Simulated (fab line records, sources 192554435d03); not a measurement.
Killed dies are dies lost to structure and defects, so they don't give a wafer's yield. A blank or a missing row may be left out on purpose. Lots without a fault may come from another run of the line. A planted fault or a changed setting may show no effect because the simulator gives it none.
Chamber matching | flow n5_finfet | N5_FIN_SAQP_HM_DEP_72 on pecvd-01: 3 sister chambers
The step deposits SiO2 from SiH4/N2O, target thk 12 nm, time 7.2 s. 39 wafers are shown with their chamber, then 12 later ones without.

WAFERS WITH THEIR CHAMBER
wafer  | chamber | showerhead_plenum_p_Torr (Torr) | heater_power_w (W)
L074.1 | 1       | 8.30                            | 929
L074.2 | 2       | 7.89                            | 916
L074.3 | 0       | 7.89                            | 729
L074.4 | 2       | 7.87                            | 888
L074.5 | 1       | 8.30                            | 912
L074.6 | 0       | 7.89                            | 745
L076.1 | 1       | 8.31                            | 864
L076.4 | 0       | 7.91                            | 901
L076.6 | 2       | 7.87                            | 887
L079.2 | 1       | 8.30                            | 920
L079.3 | 0       | 7.92                            | 827
L079.4 | 0       | 7.90                            | 829
L080.2 | 1       | 8.32                            | 927
L080.3 | 2       | 7.87                            | 878
L080.5 | 2       | 7.89                            | 868
L084.2 | 0       | 7.92                            | 738
L084.4 | 0       | 7.91                            | 766
L084.5 | 1       | 8.29                            | 941
L085.1 | 0       | 7.91                            | 828
L085.2 | 1       | 8.29                            | 875
L085.3 | 1       | 8.29                            | 874
L085.4 | 0       | 7.93                            | 822
L085.5 | 0       | 7.90                            | 838
L085.6 | 1       | 8.30                            | 875
L088.3 | 1       | 8.33                            | 807
L088.5 | 1       | 8.30                            | 837
L088.6 | 2       | 7.87                            | 814
L089.1 | 1       | 8.29                            | 933
L089.2 | 2       | 7.91                            | 762
L089.3 | 2       | 7.87                            | 755
L089.4 | 1       | 8.31                            | 890
L089.5 | 2       | 7.86                            | 766
L089.6 | 1       | 8.30                            | 931
L090.2 | 1       | 8.30                            | 930
L090.4 | 2       | 7.90                            | 797
L090.5 | 2       | 7.89                            | 765
L091.1 | 1       | 8.30                            | 875
L091.2 | 2       | 7.91                            | 859
L091.4 | 1       | 8.29                            | 890

SIGNATURES (means of the wafers above)
reading                  | chamber 0 | chamber 1 | chamber 2 | scatter within a chamber
showerhead_plenum_p_Torr | 7.9080    | 8.3012    | 7.8833    | 0.0137
heater_power_w           | 802.30    | 894.71    | 829.58    | 49.7
Rule: a wafer's distance from a chamber is the root of the sum, over the readings, of the square of ((its reading less the chamber's mean) divided by the reading's scatter). The wafer belongs to the nearest chamber; if the next one is less than 2 further off, it can't be placed. The scatter: the root of (the sum of the squares of (reading less its chamber's mean) over the shown wafers, divided by (wafers less chambers)).

WAFERS WITHOUT THEIR CHAMBER
wafer  | showerhead_plenum_p_Torr (Torr) | heater_power_w (W)
L092.1 | 7.90                            | 750
L092.4 | 7.89                            | 769
L092.6 | 7.92                            | 806
L094.2 | 7.89                            | 781
L094.3 | 8.29                            | 795
L094.4 | 7.89                            | 776
L096.2 | 7.89                            | 844
L096.3 | 7.89                            | 826
L096.4 | 7.89                            | 808
L097.1 | 8.28                            | 942
L097.2 | 7.89                            | 798
L097.4 | 8.30                            | 937

WHICH CHAMBER EACH WENT THROUGH
wafer  | from the rows above     | in truth
L092.1 | can't be placed: 0 or 2 | 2
L092.4 | can't be placed: 2 or 0 | 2
L092.6 | can't be placed: 0 or 2 | 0
L094.2 | can't be placed: 2 or 0 | 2
L094.3 | 1                       | 1
L094.4 | can't be placed: 2 or 0 | 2
L096.2 | can't be placed: 2 or 0 | 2
L096.3 | can't be placed: 2 or 0 | 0
L096.4 | can't be placed: 2 or 0 | 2
L097.1 | 1                       | 1
L097.2 | can't be placed: 2 or 0 | 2
L097.4 | 1                       | 1
Placed correctly: 3 of 12. Can't be placed from these rows: 9 (the true chamber is among the candidates in 9). Placed wrongly: 0.
